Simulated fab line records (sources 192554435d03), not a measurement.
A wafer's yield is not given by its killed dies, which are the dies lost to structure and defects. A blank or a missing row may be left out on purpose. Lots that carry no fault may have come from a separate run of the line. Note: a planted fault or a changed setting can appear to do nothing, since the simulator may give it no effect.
Chamber matching	flow n5-finfet	rie-diel-03 running N5_SDB_ETCH_25: 4 sister chambers
The step etches SiO2 in C4F6/O2, target depth 10 nm, time 3.3 s. 4 wafers are shown with their chamber, then 10 later ones without.

EACH WAFER AND ITS CHAMBER
wafer	chamber	drypump-motor-current-A (A)
L092.1	2	5.94
L092.2	0	5.53
L092.4	3	5.65
L092.5	1	5.78

WAFERS WHOSE CHAMBER IS MISSING
wafer	drypump-motor-current-A (A)
L092.6	5.52
L093.2	5.74
L093.3	5.64
L093.6	5.76
L095.1	5.93
L095.2	5.52
L095.6	5.53
L096.1	5.53
L096.2	5.96
L096.5	5.79

WHICH CHAMBER EACH ONE RAN IN
wafer	from the rows above	in truth
L092.6	0	0
L093.2	1	1
L093.3	3	3
L093.6	1	1
L095.1	2	2
L095.2	0	0
L095.6	0	0
L096.1	0	0
L096.2	2	2
L096.5	1	1
Correctly placed: 10 of 10. Not placeable from these rows: 0. 0 placed wrongly.
How it was worked out, from the rows above alone: a wafer's distance from a chamber is the root of the sum, over the readings, of the square of ((its reading less the chamber's mean) divided by the reading's scatter). If the next closest chamber is less than 2 further off than the closest, the wafer can't be placed; otherwise it belongs to the closest. The mean given for a chamber averages the wafers shown for that chamber. The scatter (one wafer shown for each chamber): square how far every hidden wafer sits from the nearest shown wafer, average those squares and take the square root.
